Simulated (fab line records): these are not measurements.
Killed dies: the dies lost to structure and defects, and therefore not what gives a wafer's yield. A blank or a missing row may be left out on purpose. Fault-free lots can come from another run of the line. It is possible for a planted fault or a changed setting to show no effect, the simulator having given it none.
2 desks, one fault | flow n5_finfet | what lay behind the numbers comes last; until then each desk has only its own

== AT THE METROLOGY DESK ==
Lot by lot, what the gauges showed, no matter which tool ran the lot: averages of those sampled wafers that carry a number. Any lot whose mean is over 4 standard deviations away from the usual mean is out of limits and marked OUT; that distance is given in the brackets. Readings shown: 7 of its 11, picked as those furthest out on some lot.
Columns: A = M4_THK at N5_BEOL_M4_THK_MEAS_53, usual 39.6 nm; B = DIBL_N at N5_BEOL_M4_RC_MEAS_101, usual 35.9 mV/V; C = DIBL_P at N5_BEOL_M4_RC_MEAS_101, usual 36.0 mV/V; D = SS_N at N5_BEOL_M4_RC_MEAS_101, usual 71.5 mV/dec; E = SS_P at N5_BEOL_M4_RC_MEAS_101, usual 73.2 mV/dec; F = VT_N at N5_BEOL_M4_RC_MEAS_101, usual 249 mV; G = VT_P at N5_BEOL_M4_RC_MEAS_101, usual -250 mV
lot  | first seen here | A    | B    | C    | D    | E    | F   | G
L257 | day 8 09:36     | 41.8 | 35.1 | 32.7 | 71.0 | 73.2 | 249 | -254
L258 | day 8 15:34     | 42.1 | 35.6 | 35.6 | 71.6 | 73.2 | 250 | -252
L259 | day 9 01:02     | 40.8 | 34.1 | 35.0 | 70.7 | 72.6 | 255 | -257
L260 | day 9 03:02     | 38.5 | 35.4 | 35.8 | 71.5 | 72.7 | 248 | -253
L263 | day 10 00:45    | 40.0 | 38.7 | 38.8 | 72.0 | 74.3 | 249 | -253
L264 | day 10 03:28    | 38.0 | 36.0 | 37.6 | 71.8 | 73.7 | 249 | -247
L267 | day 10 19:05    | 38.4 | 37.4 | 38.6 | 71.5 | 73.9 | 247 | -250
L276 | day 13 06:21    | 37.6 | 36.0 | 35.5 | 71.5 | 73.3 | 248 | -246
L277 | day 13 22:26    | 38.3 | 34.0 | 36.1 | 72.1 | 73.5 | 251 | -249
L278 | day 14 01:26    | 39.5 | 36.0 | 35.2 | 71.6 | 73.1 | 249 | -252
This desk's finding: nothing out of limits on any of the 10 lots.

== THE TOOL OWNER'S DESK: pecvd-02 ==
The tool's own readings at N5_BEOL_M5_PECVD_70 (deposits SiO2 from TEOS/O2, target thk 16 nm, time 18 s): means of the sampled wafers that have a number, for each lot that ran on this tool. Any lot whose mean is over 4 standard deviations away from the usual mean is out of limits and marked OUT; that distance is given in the brackets.
Columns: A = chamber_pressure_Torr at N5_BEOL_M5_PECVD_70, usual 5.499 Torr; B = heater_power_outer_w at N5_BEOL_M5_PECVD_70, usual 449 W; C = heater_power_w at N5_BEOL_M5_PECVD_70, usual 721 W; D = showerhead_plenum_p_Torr at N5_BEOL_M5_PECVD_70, usual 8.79 Torr; E = throttle_valve_pct at N5_BEOL_M5_PECVD_70, usual 22.4 %
lot  | first seen here | A     | B   | C   | D    | E
L257 | day 8 11:29     | 5.506 | 438 | 690 | 8.72 | 22.2
L263 | day 10 02:48    | 5.487 | 435 | 643 | 8.72 | 21.9
This desk's finding: nothing out of limits on any of the 2 lots.

== PUT TOGETHER ==
At the metrology desk, nothing out of limits was observed.
The tool owner's desk saw nothing out of limits.

== WHAT THE SIMULATOR PUT IN ==
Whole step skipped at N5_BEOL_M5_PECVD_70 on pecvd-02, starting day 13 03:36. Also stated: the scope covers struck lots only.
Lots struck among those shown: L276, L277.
